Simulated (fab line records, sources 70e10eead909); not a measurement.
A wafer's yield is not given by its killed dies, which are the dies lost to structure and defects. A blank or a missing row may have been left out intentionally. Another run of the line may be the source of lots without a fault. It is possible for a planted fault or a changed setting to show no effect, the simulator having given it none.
fab line records	flow nandHarc
record: lots: 12	wafers: 36	lastDay: 25
route steps=1159 shown P_GATE@143 END@1159
lots that met no fault: from a run of the same line without faults
startH: hours from the record's opening day to when the first of the lot's shown wafers began	waitH: how many hours have passed since the lot's step before this one	" same as the row above	L1.1+2: several wafers, shown together as one row	- no value, or no start given	* or withheld: withheld	< > ~ a bound
route shown NAME@n: a module of which the file shows steps, and the number in the route of the first	usual: the fault-free wafers' mean and standard deviation	same: alike in all rows	chamber/n: place in a boat	sites: each site's reading	_std_site: the values' standard deviation	_edge_site: the outer-site mean with the inner-site mean subtracted	radiusMm: how far each site lies from the wafer's centre	mask NAME#n: copy n	behind: tool/chamber where the wafer was last shaped	hold: why the lot went on hold/how many hours it stayed there/how the hold came to an end	device: the transistor (n, p or np) that didn't switch	end of line: tests of these same wafers at the route's end	a step given without rows: its recipe and nothing more	killed: dies that structure and defects cost at the first sort, which is not the same as the wafer's yield	map: the dies of a wafer, with x for killed, . for not killed, _ for no die there
set.NAME: the setting as run; set.NAME@STEP: as run at that earlier step	model.NAME: the simulator's own value behind a step, which no gauge read
one table for each step of the route and one row for each wafer, over a sample of lots
services: when a tool's chamber went out of use (startH, in hours from the record's first day, below 0 if earlier), for how many hours, and the reason
== steps ==
step: NHARC_P_GATE_INSPECT_28
usual: rawDefectCount: 5.9/2.8
lot.wafer	tool	chamber	startH	waitH	rawDefectCount
L966.2	defectInspect-01	-	92.42	0.0	13
L966.3	"	-	"	"	4
L966.6	"	-	"	"	5
L967.1	defectInspect-01	-	104.03	0.0	7
L967.4	"	-	"	"	8
L967.5	"	-	"	"	3
L968.1	defectInspect-01	-	104.63	0.0	3
L968.5	"	-	"	"	6
L968.6	"	-	"	"	3
L969.1	defectInspect-01	-	113.26	0.0	4
L969.4	"	-	"	"	5
L969.6	"	-	"	"	6
L970.1	defectInspect-02	-	118.60	0.0	7
L970.4	"	-	"	"	8
L970.6	"	-	"	"	8
L972.1	defectInspect-02	-	129.86	0.0	6
L972.3	"	-	"	"	3
L972.4	"	-	"	"	6
L973.1	defectInspect-01	-	137.52	0.0	6
L973.2	"	-	"	"	8
L973.4	"	-	"	"	13
L975.3	defectInspect-02	-	149.69	0.0	3
L975.5	"	-	"	"	3
L975.6	"	-	"	"	1
L978.1	defectInspect-02	-	163.91	0.0	8
L978.2	"	-	"	"	3
L978.6	"	-	"	"	9
L980.1	defectInspect-01	-	180.07	0.0	2
L980.2	"	-	"	"	3
L980.5	"	-	"	"	10
L987.2	defectInspect-01	-	222.87	0.0	4
L987.4	"	-	"	"	10
L987.5	"	-	"	"	3
L988.1	defectInspect-02	-	228.80	0.0	9
L988.3	"	-	"	"	13
L988.6	"	-	"	"	14
step: NHARC_P_GATE_CD_MEAS_33
usual: cdNm: 120.8/2.5
lot.wafer	tool	chamber	startH	waitH	cdNm
L966.2	cdSem-02	-	93.29	-	124.8
L966.3	"	-	"	"	124.5
L966.6	"	-	"	"	127.0
L967.1	cdSem-02	-	106.09	-	120.0
L967.4	"	-	"	"	120.4
L967.5	"	-	"	"	118.1
L968.1	cdSem-03	-	106.50	-	121.5
L968.5	"	-	"	"	120.5
L968.6	"	-	"	"	123.1
L969.1	cdSem-02	-	114.29	-	116.0
L969.4	"	-	"	"	122.9
L969.6	"	-	"	"	120.1
L970.1	cdSem-03	-	119.70	-	121.2
L970.4	"	-	"	"	122.8
L970.6	"	-	"	"	123.1
L972.1	cdSem-02	-	130.72	-	121.3
L972.3	"	-	"	"	122.5
L972.4	"	-	"	"	121.4
L973.1	cdSem-01	-	138.38	-	123.2
L973.2	"	-	"	"	118.4
L973.4	"	-	"	"	122.7
L975.3	cdSem-01	-	150.55	-	125.9
L975.5	"	-	"	"	123.3
L975.6	"	-	"	"	124.2
L978.1	cdSem-01	-	164.81	-	123.6
L978.2	"	-	"	"	120.6
L978.6	"	-	"	"	118.7
L980.1	cdSem-01	-	180.93	-	123.8
L980.2	"	-	"	"	124.5
L980.5	"	-	"	"	124.3
L987.2	cdSem-01	-	223.92	-	117.1
L987.4	"	-	"	"	123.5
L987.5	"	-	"	"	124.9
L988.1	cdSem-03	-	229.66	-	121.3
L988.3	"	-	"	"	123.0
L988.6	"	-	"	"	122.5
step: NHARC_P_GATE_ETCHBACK_37
recipe: targetDepthA: 345	timeS: 17.2	chf3FlowSccm: 50	o2FlowSccm: 10	arFlowSccm: 200	rfW: 500	biasW: 200	chemistry: CHF3/O2
usual: chf3FlowSccm: 49.98/0.16	drypumpMotorCurrentA: 5.8/0.44	oesProductAu: 0.96/0.037	rfVppV: 370.7/2.5	showerheadPlenumPTorr: 2.41/0.11	throttleValvePct: 20.571/0.01
same: timeS: 17.2
lot.wafer	tool	chamber	startH	waitH	chf3FlowSccm	drypumpMotorCurrentA	oesProductAu	rfHoursCounterH	rfVppV	showerheadPlenumPTorr	throttleValvePct
L966.3	rieDiel-06	3	-	-	50.21	6.3	1.00	13	367.7	2.26	20.570
L966.2	"	0	"	"	49.82	5.9	1.00	13	371.8	2.48	20.560
L966.6	"	2	"	"	49.98	6.5	1.00	-	372.0	2.48	20.565
L967.1	rieDiel-06	2	-	-	50.01	6.4	0.92	18	371.5	2.47	20.595
L967.4	"	3	"	"	50.00	6.3	0.92	19	368.7	2.26	20.572
L967.5	"	3	"	"	50.15	6.3	0.92	-	368.0	2.26	20.573
L968.1	rieDiel-13	1	-	-	49.79	5.3	1.00	0	368.8	2.30	20.566
L968.5	"	0	"	"	49.96	5.7	0.99	-	371.4	2.46	20.556
L968.6	"	1	"	"	49.81	5.3	1.00	-	368.2	2.30	20.564
L969.1	rieDiel-04	1	-	-	49.89	5.5	1.00	1	374.4	2.57	20.557
L969.6	"	0	"	"	49.87	5.9	0.99	-	372.1	2.46	20.568
L969.4	"	1	"	"	49.86	5.5	0.99	-	374.5	2.57	20.556
L970.1	rieDiel-04	2	-	-	49.88	5.8	1.01	1	371.5	2.39	20.563
L970.4	"	3	"	"	50.19	5.1	1.00	1	367.6	2.30	20.567
L970.6	"	0	"	"	49.88	5.8	1.01	-	371.6	2.46	20.551
L972.4	rieDiel-04	0	-	-	50.15	5.9	0.95	3	372.0	2.46	20.557
L972.3	"	1	"	"	49.91	5.5	0.94	3	372.9	2.57	20.550
L972.1	"	2	"	"	49.86	5.8	0.94	2	370.4	2.39	20.573
L973.4	rieDiel-13	2	-	-	49.86	6.6	0.92	15	366.7	2.24	20.578
L973.1	"	3	"	"	49.98	5.4	0.91	13	367.3	2.25	20.584
L973.2	"	1	"	"	50.07	5.3	0.92	14	368.0	2.30	20.577
L975.3	rieDiel-04	1	-	-	49.99	5.4	0.93	6	372.8	2.57	20.572
L975.5	"	0	"	"	50.19	5.8	0.92	-	371.3	2.46	20.563
L975.6	"	1	"	"	49.87	5.4	0.93	-	374.2	2.57	20.581
L978.2	rieDiel-04	3	-	-	49.92	5.1	0.92	8	368.2	2.30	20.554
L978.1	"	2	"	"	50.03	5.9	0.92	6	369.7	2.38	20.565
L978.6	"	3	"	"	49.69	5.1	0.92	-	368.0	2.30	20.577
L980.2	rieDiel-06	2	-	-	49.74	6.5	0.93	46	372.5	2.46	20.564
L980.1	"	1	"	"	50.12	6.5	0.93	38	373.4	2.52	20.569
L980.5	"	1	"	"	50.03	6.5	0.92	-	373.9	2.52	20.560
L987.4	rieDiel-04	3	-	-	50.07	5.1	1.00	22	368.1	2.29	20.569
L987.2	"	0	"	"	50.13	5.9	1.01	23	371.8	2.45	20.586
L987.5	"	2	"	"	49.78	5.9	1.00	-	370.0	2.38	20.572
L988.3	rieDiel-04	0	-	-	50.05	5.8	0.92	24	371.6	2.45	20.579
L988.1	"	2	"	"	49.79	5.9	0.93	23	369.1	2.38	20.557
L988.6	"	3	"	"	49.93	5.1	0.93	-	368.6	2.29	20.577
step: NHARC_P_GATE_EXPOSE_43
recipe: na: 0.6	targetCdNm: 720	doseMj: 14.81	maskId: P_NSD
lot.wafer	tool	chamber	startH	waitH	mask
L966.2+3+6	krfScanner-04	0	104.17	-	P_NSD#0
L967.1+4+5	krfScanner-04	0	116.94	-	P_NSD#0
L968.1+5+6	krfScanner-03	0	117.25	-	P_NSD#0
L969.1+4+6	krfScanner-03	0	124.95	-	P_NSD#0
L970.1+4+6	krfScanner-04	0	130.51	-	P_NSD#0
L972.1+3+4	krfScanner-02	0	141.30	-	P_NSD#0
L973.1+2+4	krfScanner-04	0	149.30	-	P_NSD#0
L975.3+5+6	krfScanner-02	0	163.65	-	P_NSD#0
L978.1+2+6	krfScanner-04	0	175.67	-	P_NSD#0
L980.1+2+5	krfScanner-04	0	191.75	-	P_NSD_R1#0
L987.2+4+5	krfScanner-03	0	236.83	-	P_NSD#0
L988.1+3+6	krfScanner-03	0	243.40	-	P_NSD#0
step: NHARC_P_GATE_CD_MEAS_46
recipe: targetCdNm: 720	landingEnergyEv: 500
usual: cdNm: 720.2/1.6
lot.wafer	tool	chamber	startH	waitH	hold	cdNm
L966.2	cdSem-01	0	104.32	-	-	719.6
L966.3	"	0	"	"	-	717.9
L966.6	"	0	"	"	-	718.7
L967.1	cdSem-03	0	117.09	-	-	721.8
L967.4	"	0	"	"	-	720.2
L967.5	"	0	"	"	-	721.8
L968.1	cdSem-03	0	117.41	-	-	719.7
L968.5	"	0	"	"	-	719.8
L968.6	"	0	"	"	-	718.1
L969.1	cdSem-01	0	125.11	-	-	719.3
L969.4	"	0	"	"	-	720.7
L969.6	"	0	"	"	-	718.3
L970.1	cdSem-03	0	130.67	-	-	720.8
L970.4	"	0	"	"	-	718.8
L970.6	"	0	"	"	-	722.1
L972.1	cdSem-01	0	141.46	-	-	720.8
L972.3	"	0	"	"	-	719.4
L972.4	"	0	"	"	-	719.7
L973.1	cdSem-02	0	149.45	-	-	720.1
L973.2	"	0	"	"	-	719.9
L973.4	"	0	"	"	-	718.0
L975.3	cdSem-01	0	163.80	-	-	721.8
L975.5	"	0	"	"	-	723.1
L975.6	"	0	"	"	-	722.9
L978.1	cdSem-02	0	175.83	-	-	718.9
L978.2	"	0	"	"	-	718.5
L978.6	"	0	"	"	-	720.6
L980.1	cdSem-02	0	191.91	-	awaitDispo/0.2h/release	702.2
L980.2	"	0	"	"	awaitDispo/0.2h/release	701.3
L980.5	"	0	"	"	awaitDispo/0.2h/release	701.9
L980.1	cdSem-02	0	-	-	-	702.5
L980.2	"	0	"	"	-	701.6
L980.5	"	0	"	"	-	702.4
L987.2	cdSem-01	0	236.98	-	-	720.3
L987.4	"	0	"	"	-	716.8
L987.5	"	0	"	"	-	719.4
L988.1	cdSem-03	0	243.55	-	-	720.7
L988.3	"	0	"	"	-	718.7
L988.6	"	0	"	"	-	719.9
step: NHARC_END_SORT_01
recipe: tempC: 25
usual: killedAtArray: 26/11	killedAtOther: 0.4/0.78	killedAtPeriphery: 3.4/2.4	killedDies: 29/11	killedOpen: 3.1/1.9	killedShort: 1.9/1.4
same: grossDies: 677
lot.wafer	tool	chamber	startH	waitH	killedAtArray	killedAtOther	killedAtPeriphery	killedDies	killedOpen	killedShort
L980.1	prober-01	0	603.05	2.5	28	0	3	31	1	5
L980.2	prober-01	0	603.84	2.8	31	0	2	33	4	1
L980.5	prober-01	0	606.21	3.7	24	0	4	28	2	5
killed by level:class
L980.1 A_CHANNEL_HOLE_D1:chamberFilmFlake=8 A_SLIT:chamberFilmFlake=6 A_CONTACT:chamberFilmFlake=4 A_SOURCE_PLATE:geometricParticle:short=3 A_ZERO_WELL:chamberFilmFlake=2 A_WL_FILL:chamberFilmFlake=2 P_M0:geometricParticle:open=1 P_M0:geometricParticle:short=1
L980.2 A_SLIT:chamberFilmFlake=18 A_CHANNEL_HOLE_D1:chamberFilmFlake=3 A_CHANNEL_FILL_D1:geometricParticle:open=2 A_ZERO_WELL:chamberFilmFlake=2 A_WL_FILL:geometricParticle:short=1 A_CONTACT:geometricParticle:open=1 A_M1:geometricParticle:open=1 P_STI:chamberFilmFlake=1
L980.5 A_SLIT:chamberFilmFlake=8 A_CHANNEL_HOLE_D1:chamberFilmFlake=5 A_CHANNEL_FILL_D1:geometricParticle:short=2 A_STAIRCASE:chamberFilmFlake=2 A_CONTACT:chamberFilmFlake=2 P_GATE:geometricParticle:open=1 P_M1:geometricParticle:short=1 A_ONON_D1:geometricParticle:short=1
== services ==
tool	chamber	startH	hours	kind
rieDiel-06	1	79.75	8.4	repair
rieDiel-04	0	91.03	-	clean
rieDiel-04	1	91.03	-	clean
rieDiel-04	2	91.03	-	clean
rieDiel-04	3	91.03	-	clean
rieDiel-13	-	99.08	9.0	pm
rieDiel-04	-	112.00	9.0	pm
rieDiel-04	0	112.00	9.0	ventCycle
rieDiel-04	1	112.00	9.0	ventCycle
rieDiel-04	2	112.00	13.2	ventCycle
rieDiel-04	3	112.00	9.0	ventCycle
krfScanner-02	-	118.00	14.8	repair
rieDiel-04	0	121.00	-	clean
rieDiel-04	1	121.00	-	clean
krfScanner-04	-	126.00	4.0	pm
krfScanner-04	-	133.76	1.4	repair
krfScanner-03	-	168.00	4.0	pm
krfScanner-04	-	182.71	1.1	repair
rieDiel-06	3	190.61	4.7	repair
rieDiel-06	1	199.82	13.2	repair
krfScanner-02	-	210.00	4.0	pm
rieDiel-04	-	212.19	0.4	repair
krfScanner-02	-	222.25	0.3	repair
rieDiel-06	-	241.27	9.0	pm
== key ==
firstSign: step: NHARC_P_GATE_EXPOSE_43	reading: mask	direction: changed
effect: step: NHARC_P_GATE_CD_MEAS_46	reading: visit	direction: added
effect: step: NHARC_P_GATE_CD_MEAS_46	reading: cdNm	direction: down	sigmas: 12	usual: 720.2	struck: 701.8
metAt NHARC_P_GATE_EXPOSE_43
struckLots L980
testerLeftOut L980
notActingAt NHARC_P_GATE_INSPECT_28,NHARC_P_GATE_CD_MEAS_33,NHARC_P_GATE_ETCHBACK_37
onsetBetween 175.67 191.75
fault: kind: wrongMask	tool: any	chamber: -	onsetH: 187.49	steps: NHARC_P_GATE_EXPOSE_43	auxCopy: P_NSD_R1#0	cdOffsetNm: -17.286	scope: struckLotsOnly
testerLeftOut: of these lots the tester's yield and bins aren't shown, on N5 and GAA mostly nor the transistor test; their killed dies are dies lost to structure and defects alone, not to doping, threshold or leakage, so they don't give the yield
